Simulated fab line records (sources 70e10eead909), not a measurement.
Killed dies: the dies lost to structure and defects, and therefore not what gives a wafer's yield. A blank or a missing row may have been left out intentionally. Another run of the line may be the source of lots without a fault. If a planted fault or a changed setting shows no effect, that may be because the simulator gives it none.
Matching of chambers ; flow nand_harc ; 4 sister chambers for NHARC_A_CHANNEL_FILL_D1_ALD_14 on ald_hk-01
The step deposits SiO2, target thk 2.5 nm, pulse time 10 s, ald cycles 25. 4 wafers are shown with their chamber, then 11 later ones without.

WAFERS PAIRED WITH THEIR CHAMBERS
wafer;chamber;heater_power_w (W)
L088.3;0;493
L088.5;2;397
L088.6;1;460
L093.3;3;533

WAFERS MISSING THEIR CHAMBER
wafer;heater_power_w (W)
L093.5;494
L093.6;466
L095.1;410
L095.4;485
L095.5;523
L096.4;522
L096.5;551
L096.6;493
L096.1;409
L096.2;463
L096.3;486

CHAMBER TAKEN BY EACH
wafer;from the rows above;in truth
L093.5;0;0
L093.6;1;1
L095.1;2;2
L095.4;can't be placed: 0 or 1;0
L095.5;3;3
L096.4;can't be placed: 3 or 0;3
L096.5;3;3
L096.6;0;0
L096.1;2;2
L096.2;1;1
L096.3;can't be placed: 0 or 1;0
Placed correctly: 8 of 11. These rows do not allow placing 3 (true chamber among the candidates in 3). Number placed wrongly: 0.
How it was worked out, from the rows above alone: a wafer's distance from a chamber is the root of the sum, over the readings, of the square of ((its reading less the chamber's mean) divided by the reading's scatter). The wafer belongs to the nearest chamber; if the next one is less than 2 further off, it can't be placed. A chamber's mean is the mean of its shown wafers. The scatter (one wafer shown for each chamber): square how far every hidden wafer sits from the nearest shown wafer, average those squares and take the square root.
